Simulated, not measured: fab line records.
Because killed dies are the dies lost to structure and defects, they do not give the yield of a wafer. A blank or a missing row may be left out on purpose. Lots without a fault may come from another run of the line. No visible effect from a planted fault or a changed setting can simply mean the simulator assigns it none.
A sampling plan put to the test :: flow nand-harc :: 13 faults told of in these records, all on one fab line, each judged by the records of the lots it struck
What counts as the plan is the set of the line's own looks, namely the steps on the route at which a gauge or an inspection reads a wafer and does not change it. A look is open to judgement when struck wafers have a number at it and the file gives its usual mean and standard deviation on fault-free wafers. Caught: at a look after the fault's first step, the mean of the struck wafers lies 4 or more of those standard deviations (sigma) from the usual mean. On the tool: the identical test, applied to the tool's own readings at the steps of the fault. Caught also covers a different recipe on the struck wafers, or a record left blank for those wafers only.

THE FAULTS, as the simulator had put them in
1. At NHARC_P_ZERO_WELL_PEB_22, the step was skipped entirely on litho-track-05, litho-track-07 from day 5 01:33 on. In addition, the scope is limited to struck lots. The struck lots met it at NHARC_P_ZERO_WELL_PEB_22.
2. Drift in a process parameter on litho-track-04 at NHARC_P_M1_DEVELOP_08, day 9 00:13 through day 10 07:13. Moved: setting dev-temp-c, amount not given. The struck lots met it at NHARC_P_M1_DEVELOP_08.
3. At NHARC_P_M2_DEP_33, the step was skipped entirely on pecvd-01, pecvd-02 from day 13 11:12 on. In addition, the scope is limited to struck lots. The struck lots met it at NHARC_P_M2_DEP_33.
4. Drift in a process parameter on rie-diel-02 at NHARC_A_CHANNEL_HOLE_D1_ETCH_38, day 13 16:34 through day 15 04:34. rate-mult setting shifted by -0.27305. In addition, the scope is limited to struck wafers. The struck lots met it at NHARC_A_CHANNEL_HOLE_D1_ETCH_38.
5. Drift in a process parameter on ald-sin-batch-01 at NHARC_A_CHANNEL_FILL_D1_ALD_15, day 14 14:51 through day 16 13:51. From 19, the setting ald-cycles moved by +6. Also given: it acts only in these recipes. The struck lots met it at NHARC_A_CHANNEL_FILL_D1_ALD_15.
6. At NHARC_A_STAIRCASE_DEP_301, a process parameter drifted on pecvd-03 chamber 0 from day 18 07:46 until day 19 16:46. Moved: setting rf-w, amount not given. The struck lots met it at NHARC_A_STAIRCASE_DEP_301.
7. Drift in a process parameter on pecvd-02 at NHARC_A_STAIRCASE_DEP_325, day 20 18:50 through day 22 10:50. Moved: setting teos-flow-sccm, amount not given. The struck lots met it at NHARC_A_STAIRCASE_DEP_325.
8. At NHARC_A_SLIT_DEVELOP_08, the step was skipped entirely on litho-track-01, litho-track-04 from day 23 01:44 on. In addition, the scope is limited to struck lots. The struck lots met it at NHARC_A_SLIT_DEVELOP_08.
9. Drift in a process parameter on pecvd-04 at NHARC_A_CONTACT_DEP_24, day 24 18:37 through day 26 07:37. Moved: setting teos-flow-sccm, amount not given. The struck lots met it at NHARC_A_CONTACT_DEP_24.
10. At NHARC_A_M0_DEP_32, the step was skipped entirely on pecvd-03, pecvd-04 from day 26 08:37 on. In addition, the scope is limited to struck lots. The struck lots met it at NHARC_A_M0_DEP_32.
11. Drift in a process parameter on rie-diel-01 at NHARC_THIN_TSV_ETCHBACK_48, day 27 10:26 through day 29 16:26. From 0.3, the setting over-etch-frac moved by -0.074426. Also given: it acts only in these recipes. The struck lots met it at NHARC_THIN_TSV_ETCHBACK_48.
12. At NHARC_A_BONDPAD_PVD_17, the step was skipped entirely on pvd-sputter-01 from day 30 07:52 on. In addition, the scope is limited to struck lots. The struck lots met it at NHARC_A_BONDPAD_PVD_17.
13. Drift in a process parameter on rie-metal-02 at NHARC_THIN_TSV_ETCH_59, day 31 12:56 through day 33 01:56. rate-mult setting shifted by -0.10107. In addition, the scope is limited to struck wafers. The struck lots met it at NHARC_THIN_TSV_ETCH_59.

WHAT THE PLAN SAW
fault: 1
on the tool itself: the tool's record is blank for the struck wafers
first look that catches it: no look after it can be judged
reading, sigma: -
median hours from its first step to that look: -
hours from the fault's start to the first struck lot there: -
judged looks passed uncaught: 0

fault: 2
on the tool itself: developer-temp-C +8.2 sigma
first look that catches it: none of the 2 looks that can be judged after it
reading, sigma: -
median hours from its first step to that look: -
hours from the fault's start to the first struck lot there: -
judged looks passed uncaught: 2

fault: 3
on the tool itself: the tool's record is blank for the struck wafers
first look that catches it: no look after it can be judged
reading, sigma: -
median hours from its first step to that look: -
hours from the fault's start to the first struck lot there: -
judged looks passed uncaught: 0

fault: 4
on the tool itself: oes-product-au -20 sigma
first look that catches it: NHARC_END_SORT_01
reading, sigma: killed-at-array +11
median hours from its first step to that look: 388.8
hours from the fault's start to the first struck lot there: 407
judged looks passed uncaught: 0

fault: 5
on the tool itself: under 2 sigma
first look that catches it: no look after it can be judged
reading, sigma: -
median hours from its first step to that look: -
hours from the fault's start to the first struck lot there: -
judged looks passed uncaught: 0

fault: 6
on the tool itself: rf-fwd-power-W -99 or beyond sigma
first look that catches it: not the one look that can be judged after it
reading, sigma: -
median hours from its first step to that look: -
hours from the fault's start to the first struck lot there: -
judged looks passed uncaught: 1

fault: 7
on the tool itself: mfc-precursor-sccm +93 sigma
first look that catches it: no look after it can be judged
reading, sigma: -
median hours from its first step to that look: -
hours from the fault's start to the first struck lot there: -
judged looks passed uncaught: 0

fault: 8
on the tool itself: the tool's record is blank for the struck wafers
first look that catches it: no look after it can be judged
reading, sigma: -
median hours from its first step to that look: -
hours from the fault's start to the first struck lot there: -
judged looks passed uncaught: 0

fault: 9
on the tool itself: mfc-precursor-sccm +28 sigma
first look that catches it: none of the 2 looks that can be judged after it
reading, sigma: -
median hours from its first step to that look: -
hours from the fault's start to the first struck lot there: -
judged looks passed uncaught: 2

fault: 10
on the tool itself: the tool's record is blank for the struck wafers
first look that catches it: no look after it can be judged
reading, sigma: -
median hours from its first step to that look: -
hours from the fault's start to the first struck lot there: -
judged looks passed uncaught: 0

fault: 11
on the tool itself: under 2 sigma
first look that catches it: no look after it can be judged
reading, sigma: -
median hours from its first step to that look: -
hours from the fault's start to the first struck lot there: -
judged looks passed uncaught: 0

fault: 12
on the tool itself: the tool's record is blank for the struck wafers
first look that catches it: no look after it can be judged
reading, sigma: -
median hours from its first step to that look: -
hours from the fault's start to the first struck lot there: -
judged looks passed uncaught: 0

fault: 13
on the tool itself: oes-product-au -7.2 sigma
first look that catches it: no look after it can be judged
reading, sigma: -
median hours from its first step to that look: -
hours from the fault's start to the first struck lot there: -
judged looks passed uncaught: 0
A dash: this means the fault isn't caught or the number doesn't appear in these records.

Caught at a look: 1 of 13. Caught on the tool: 11 of 13. By one or the other: 11 of 13.
Caught on the tool alone: faults 1, 2, 3, 6, 7, 8, 9, 10, 12, 13.
Caught by neither: faults 5, 11.

THINNER SAMPLING
Were the look that catches a fault to measure just every second or every third lot (counted by lot number), the first struck lot would, at worst, be measured this late:
fault: 4
struck lots at that look, in order of time: L850
every lot: 407 h
every second lot: may miss it
every third lot: may miss it
Hours count from the start of the fault until the first struck lot that is measured. 4 sigma limit: tested on the pooled struck wafers, so a lone lot may be under it. Other struck lots may not be in these records.

THE LONGEST TIMED WAY FROM STEP TO LOOK
Fault 4: the median time between NHARC_A_CHANNEL_HOLE_D1_ETCH_38 and NHARC_END_SORT_01 is 388.8 hours. No look between them can be judged.
